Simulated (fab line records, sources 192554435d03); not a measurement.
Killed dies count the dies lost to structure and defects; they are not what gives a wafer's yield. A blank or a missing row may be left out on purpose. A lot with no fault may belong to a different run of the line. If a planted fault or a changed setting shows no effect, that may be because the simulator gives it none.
Matching of chambers | flow n5 finfet | N5_BEOL_M1_ETCH_74 on rie diel-03: 4 sister chambers
The step etches underlayer in N2/H2, target depth 6.5 nm, time 5.2 s. 4 wafers are shown with their chamber, then 9 later ones without.

## WAFERS WITH THEIR CHAMBER
wafer  | chamber | drypump motor current A (A)
L084.1 | 1       | 6.3
L084.3 | 0       | 5.7
L086.1 | 2       | 6.0
L086.5 | 3       | 5.8

## WAFERS WITHOUT THEIR CHAMBER
wafer  | drypump motor current A (A)
L088.3 | 5.8
L088.5 | 5.7
L088.6 | 5.7
L089.1 | 6.0
L089.2 | 5.7
L089.5 | 6.0
L096.2 | 6.0
L096.3 | 5.7
L096.6 | 6.2

## WHICH CHAMBER EACH ONE RAN IN
wafer  | from the rows above | in truth
L088.3 | 3                   | 3
L088.5 | 0                   | 0
L088.6 | 0                   | 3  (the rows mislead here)
L089.1 | 2                   | 2
L089.2 | 0                   | 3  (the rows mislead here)
L089.5 | 2                   | 2
L096.2 | 2                   | 2
L096.3 | 0                   | 0
L096.6 | 1                   | 1
Placed correctly: 7 of 9. Left unplaced by these rows: 0. Wrongly placed: 2.
How it was worked out, from the rows above alone: a wafer's distance from a chamber is the root of the sum, over the readings, of the square of ((its reading less the chamber's mean) divided by the reading's scatter). The wafer belongs to the nearest chamber; if the next one is less than 2 further off, it can't be placed. Each chamber's mean is taken over the wafers shown for it. The scatter: root of mean squared gap, hidden wafer to nearest shown wafer, with one shown wafer a chamber.
